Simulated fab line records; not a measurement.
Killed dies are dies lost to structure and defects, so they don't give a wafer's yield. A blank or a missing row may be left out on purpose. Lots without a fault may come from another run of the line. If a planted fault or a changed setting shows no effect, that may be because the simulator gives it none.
A struck lot beside a sound one | flow nand_harc | 41 steps out of a route of 1159
Sound: these wafers, L783.2, L783.3, L783.6. Struck: wafers L799.4, L799.5 (left out: L799.2, a lot-mate that was not struck); the cause follows at the end.
Per side, at each step with rows, come the tool, then ch with its chambers, and then its first start. Under that, the readings that differ: sound wafers | struck wafers | difference of the means | sigmas: that difference in standard deviations of wafers without a fault.
alike: words and numbers the same on both sides, and readings whose means are apart by under 2 such deviations; not compared: readings that were withheld, readings missing a value for some wafer, numbers with overlapping values and no deviation given by the record, and bounds like >300 which may hide the same value.
A row with sigmas, a row that says differs or no value, or rows on one side alone: a step with any of these is where the two part. Numbers that don't overlap but have no deviation are shown without sigmas and don't part them. A reading missing from all wafers of one side parts the sides only when that side holds two or more wafers.

NHARC_A_M0_CD_MEAS_09 targets a cd of 80 nm.
  sound on cd_sem-02 ch 0, day 17 17:18; struck on cd_sem-02 ch 0, day 21 06:51
  alike: cd_nm
NHARC_A_M0_OVL_MEAS_10: pitch 160 nm.
  sound on overlay-02, day 17 17:23; struck on overlay-02, day 21 06:56
  alike: overlay_x_nm, overlay_y_nm
NHARC_A_M0_INSPECT_11:
  sound on defect_inspect-01, day 17 17:25; struck on defect_inspect-02, day 21 06:58
  alike: raw_defect_count
then, 3 steps without rows for these wafers: NHARC_A_M0_DESCUM_14 (chemistry O2, time 3 s); NHARC_A_M0_ETCH_34 (etches the open film in N2/H2, target depth 40 nm, overetch 12 nm, time 43.94 s); NHARC_A_M0_ETCH_15 (etches the open film in C4F8/Ar, target depth 150 nm, overetch 15 nm, time 82.5 s).
NHARC_A_M0_CD_MEAS_16:
  sound on cd_sem-03, day 17 17:47; struck on cd_sem-03, day 21 07:20
  alike: cd_nm
then, 2 steps without rows for these wafers: NHARC_A_M0_STRIP_18 (strips in N2/H2); NHARC_A_M0_STRIP_19 (strips in post etch residue remover, time 600 s).
NHARC_A_M0_DEGAS_28: time 60 s.
  sound on pvd_sputter-02, day 17 18:25; struck on pvd_sputter-02, day 21 07:58
  alike: heater_power_w
NHARC_A_M0_PRE_CLEAN_29: time 30 s.
  sound on pvd_sputter-02; struck on pvd_sputter-02
  alike: heater_power_w
then, 1 step without rows for these wafers: NHARC_A_M0_PVD_20 (deposits TaN, target thk 5 nm, time 8.06 s).
NHARC_A_M0_PVD_21: deposits Cu, target thk 30 nm, time 20.49 s.
  sound on pvd_sputter-02, day 17 18:38; struck on pvd_sputter-02, day 21 08:10
  alike: throttle_valve_pct
then, 4 steps without rows for these wafers: NHARC_A_M0_ECD_22 (material Cu, target thk 400 nm); NHARC_A_M0_ANNEAL_30 (time 90 s); NHARC_A_M0_CMP_23 (polishes, t overpolish 20 s, target thk 113.75 nm); NHARC_A_M0_SRD_25.
NHARC_A_M0_INSPECT_27:
  sound on defect_inspect-02, day 17 20:07; struck on defect_inspect-01, day 21 09:34
  alike: raw_defect_count
then, 12 steps without rows for these wafers: NHARC_A_M0_PRE_CLEAN_31 (time 12 s); NHARC_A_M0_DEP_32 (deposits SiCN, target thk 30 nm); NHARC_A_M1_DEP_00 (deposits SiOC, target thk 182.5 nm); NHARC_A_M1_DEHYDRATE_01 (time 120 s); NHARC_A_M1_HMDS_02 (time 30 s); NHARC_A_M1_COAT_34 (time 65 s); NHARC_A_M1_COAT_03 (resist thk 90 nm); NHARC_A_M1_SOFTBAKE_04 (time 55 s); NHARC_A_M1_EBR_05; NHARC_A_M1_EXPOSE_06 (exposes mask A M1, target cd 120 nm); NHARC_A_M1_PEB_07 (peb time 65 s); NHARC_A_M1_DEVELOP_08 (develop time 35 s).
NHARC_A_M1_CD_MEAS_09 targets a cd of 120 nm.
  the record has rows for the sound wafers here (cd_sem-02 ch 0, day 17 21:23) and none for the struck ones
NHARC_A_M1_OVL_MEAS_10: pitch 240 nm.
  the record has rows for the sound wafers here (overlay-02, day 17 21:28) and none for the struck ones
NHARC_A_M1_INSPECT_11:
  the record has rows for the sound wafers here (defect_inspect-01, day 17 21:31) and none for the struck ones
NHARC_A_M1_DESCUM_14: chemistry O2, time 3 s.
  the record has rows for the sound wafers here (rie_diel-03 ch 0,1,2, day 17 21:35) and none for the struck ones
then, 1 step without rows for these wafers: NHARC_A_M1_ETCH_35 (etches the open film in N2/H2, target depth 40 nm, overetch 12 nm, time 43.94 s).
NHARC_A_M1_ETCH_15: etches the open film in C4F8/Ar, target depth 182.5 nm, time 91.2 s.
  the record has rows for the sound wafers here (rie_diel-03 ch 0,1,3) and none for the struck ones
NHARC_A_M1_CD_MEAS_16:
  the record has rows for the sound wafers here (cd_sem-02, day 17 21:53) and none for the struck ones
then, 1 step without rows for these wafers: NHARC_A_M1_STRIP_18 (strips in N2/H2).
NHARC_A_M1_ETCH_28: etches the open film in CF4/N2, target depth 30 nm, time 72.99 s.
  the record has rows for the sound wafers here (rie_diel-10 ch 2,3) and none for the struck ones
then, 1 step without rows for these wafers: NHARC_A_M1_STRIP_19 (strips in post etch residue remover, time 600 s).
NHARC_END_SORT_01:
  only the struck wafers appear in the record here, on prober-01 ch 0 at day 23 05:17; the sound ones have no rows

## WHERE THEY PART
Earliest at NHARC_A_M1_CD_MEAS_09; latest, in this record, at NHARC_END_SORT_01.

WHY: whatever the simulator had introduced
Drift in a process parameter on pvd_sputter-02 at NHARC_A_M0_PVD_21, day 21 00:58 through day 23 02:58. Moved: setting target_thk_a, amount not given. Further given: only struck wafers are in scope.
